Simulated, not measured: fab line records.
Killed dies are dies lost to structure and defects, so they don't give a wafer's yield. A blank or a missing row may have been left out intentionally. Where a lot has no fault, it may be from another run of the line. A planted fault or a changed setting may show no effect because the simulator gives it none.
Chamber matching | flow n5_finfet | N5_BEOL_M3_PRE_CLEAN_60 on cvd_co-01: 3 sister chambers
The step time 15 s. 36 wafers are shown with their chamber, then 12 later ones without.

== EACH WAFER AND ITS CHAMBER ==
wafer  | chamber | heater_power_w (W)
L074.1 | 0       | 67
L074.2 | 1       | 92
L074.3 | 2       | 84
L078.2 | 2       | 82
L078.3 | 0       | 66
L078.4 | 1       | 91
L079.1 | 1       | 90
L079.2 | 2       | 86
L079.3 | 0       | 67
L079.4 | 0       | 65
L079.5 | 2       | 83
L079.6 | 1       | 92
L082.1 | 1       | 90
L082.4 | 0       | 66
L082.5 | 1       | 93
L083.1 | 2       | 83
L083.4 | 1       | 89
L083.6 | 0       | 65
L084.1 | 0       | 63
L084.3 | 1       | 91
L084.4 | 1       | 90
L086.1 | 1       | 91
L086.2 | 2       | 85
L086.4 | 2       | 84
L088.1 | 2       | 83
L088.2 | 1       | 93
L088.4 | 1       | 95
L089.1 | 1       | 92
L089.2 | 0       | 67
L089.4 | 1       | 91
L093.4 | 1       | 90
L093.5 | 2       | 86
L093.6 | 0       | 66
L095.3 | 1       | 90
L095.4 | 2       | 85
L095.5 | 1       | 95

SIGNATURES (averages over the wafers above)
reading        | chamber 0 | chamber 1 | chamber 2 | scatter within a chamber
heater_power_w | 65.78     | 91.47     | 84.10     | 1.54
Rule: a wafer's distance from a chamber is the root of the sum, over the readings, of the square of ((its reading less the chamber's mean) divided by the reading's scatter). If the next closest chamber is less than 2 further off than the closest, the wafer can't be placed; otherwise it belongs to the closest. The scatter is the square root of a quotient: the sum, over the shown wafers, of each reading's squared deviation from its chamber's mean, divided by wafers minus chambers.

== WAFERS MISSING THEIR CHAMBER ==
wafer  | heater_power_w (W)
L094.1 | 82
L094.3 | 66
L094.5 | 65
L096.1 | 89
L096.2 | 66
L096.3 | 84
L096.4 | 65
L096.5 | 91
L096.6 | 83
L097.1 | 91
L097.3 | 67
L097.5 | 66

== WHICH CHAMBER EACH ONE RAN IN ==
wafer  | from the rows above     | in truth
L094.1 | 2                       | 2
L094.3 | 0                       | 0
L094.5 | 0                       | 0
L096.1 | can't be placed: 1 or 2 | 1
L096.2 | 0                       | 0
L096.3 | 2                       | 2
L096.4 | 0                       | 0
L096.5 | 1                       | 1
L096.6 | 2                       | 2
L097.1 | 1                       | 1
L097.3 | 0                       | 0
L097.5 | 0                       | 0
Correctly placed: 11 of 12. Not placeable from these rows: 1 (in 1, the candidates include the true chamber). Wrongly placed: 0.
